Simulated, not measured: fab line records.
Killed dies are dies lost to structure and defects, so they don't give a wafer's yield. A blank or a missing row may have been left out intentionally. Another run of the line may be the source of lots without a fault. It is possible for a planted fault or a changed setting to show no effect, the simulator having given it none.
What tool caused it? | flow n5_finfet | route of 1938 steps, sampled at 1 step: 9 lots, 27 wafers

WHAT THE GAUGES SHOWED, per wafer
N5_FIN_SAQP_THK_MEAS_05.
lot  | measured    | on            | thk_nm (nm)
L988 | day 2 14:59 | film_metro-02 | 38.2 38.5 38.5
L991 | day 3 10:53 | film_metro-01 | 37.6 37.6 38.4
L993 | day 3 22:05 | film_metro-02 | 37.9 37.9 38.0
L994 | day 4 03:45 | film_metro-01 | 38.0 38.8 38.8
L996 | day 4 16:19 | film_metro-01 | 38.1 38.8 38.6
L997 | day 4 21:41 | film_metro-01 | 37.1 37.8 37.9
L998 | day 5 04:40 | film_metro-02 | 37.0 38.3 38.1
L101 | day 5 22:26 | film_metro-02 | 38.0 38.0 38.9
L108 | day 7 14:19 | film_metro-02 | 37.1 38.3 37.3

WHICH TOOL RAN EACH LOT (tool, then ch and the chambers of the sampled wafers, then the start)
The record shows no process step preceding these readings.

THE ANSWER, worked out from the rows above alone
Rule: usual is defined by the lots themselves. The widest of any qualifying gaps counts: lots, ordered by their means at a reading, are off when they make up no more than a third of the lots, leave a main group of 4 or more, and stand apart from it by 3 or more times the standard deviation of that group's means. If all means in a main group match to the digits the tables above print for the reading, that group is not used. A lot without any number at a reading at which 4 lots or more have one is off too. Any other lot the step has rows for is counted as sound.
None of the lots is off at any reading shown; this tells nothing.

WHAT WAS PUT IN BY THE SIMULATOR
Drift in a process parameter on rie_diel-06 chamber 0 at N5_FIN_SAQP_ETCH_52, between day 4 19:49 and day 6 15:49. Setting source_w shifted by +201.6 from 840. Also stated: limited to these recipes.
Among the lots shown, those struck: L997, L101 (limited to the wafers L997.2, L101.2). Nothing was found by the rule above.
